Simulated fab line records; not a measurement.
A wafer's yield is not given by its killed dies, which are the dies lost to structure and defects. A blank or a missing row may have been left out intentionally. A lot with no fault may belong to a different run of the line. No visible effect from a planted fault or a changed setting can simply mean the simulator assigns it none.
A single fault, viewed from 2 desks + flow nand-harc + numbers are kept per desk, each desk with only its own; the story behind them comes last

## FROM THE METROLOGY DESK
Means of the sampled wafers that have a number, per lot and without regard to the tool the lot ran on: this is what the gauges read. The brackets show how far a lot's mean lies from the usual mean; more than 4 standard deviations puts the lot out of limits, marked OUT.
Columns: A = cd-nm at NHARC_A_CHANNEL_HOLE_D2_CD_MEAS_18, usual 98.9 nm
| lot  | first seen here | A     |
|------|-----------------|-------|
| L990 | day 12 23:51    | 99.5  |
| L991 | day 13 12:31    | 96.7  |
| L992 | day 14 03:13    | 100.4 |
| L994 | day 14 08:20    | 97.9  |
| L995 | day 15 09:02    | 98.7  |
| L997 | day 15 18:55    | 101.4 |
| L100 | day 17 06:09    | 99.7  |
| L999 | day 17 06:18    | 99.9  |
| L102 | day 17 14:29    | 100.0 |
| L107 | day 19 19:58    | 97.1  |
| L109 | day 21 03:21    | 101.2 |
| L108 | day 21 04:50    | 97.6  |
| L110 | day 21 18:29    | 101.9 |
| L112 | day 22 05:25    | 97.1  |
This desk's finding: nothing out of limits on any of the 14 lots.

## DESK OF THE TOOL OWNER: ald-hk-02
The tool's own readings at NHARC_A_CHANNEL_FILL_D2_ALD_16 (deposits SiO2, target thk 1.5 nm, pulse time 10 s, ald cycles 15): means of the sampled wafers that have a number, for each lot that ran on this tool. The brackets show how far a lot's mean lies from the usual mean; more than 4 standard deviations puts the lot out of limits, marked OUT.
Columns: A = heater-power-w at NHARC_A_CHANNEL_FILL_D2_ALD_16, usual 444 W; B = precursor-pulse-height-rel at NHARC_A_CHANNEL_FILL_D2_ALD_16, usual 1.000
| lot  | first seen here | A   | B     |
|------|-----------------|-----|-------|
| L990 | day 13 19:55    | 466 | 1.001 |
| L994 | day 15 04:18    | 483 | 1.002 |
| L100 | day 18 04:05    | 516 | 1.009 |
| L999 | day 18 04:16    | 509 | 0.990 |
| L102 | day 18 08:23    | 505 | 1.013 |
| L110 | day 22 12:44    | 493 | 1.000 |
This desk's finding: nothing out of limits on any of the 6 lots.

## PUT TOGETHER
Metrology desk: nothing out of limits seen.
The desk of the tool owner found nothing out of limits.

## WHAT THE SIMULATOR HAD INSERTED
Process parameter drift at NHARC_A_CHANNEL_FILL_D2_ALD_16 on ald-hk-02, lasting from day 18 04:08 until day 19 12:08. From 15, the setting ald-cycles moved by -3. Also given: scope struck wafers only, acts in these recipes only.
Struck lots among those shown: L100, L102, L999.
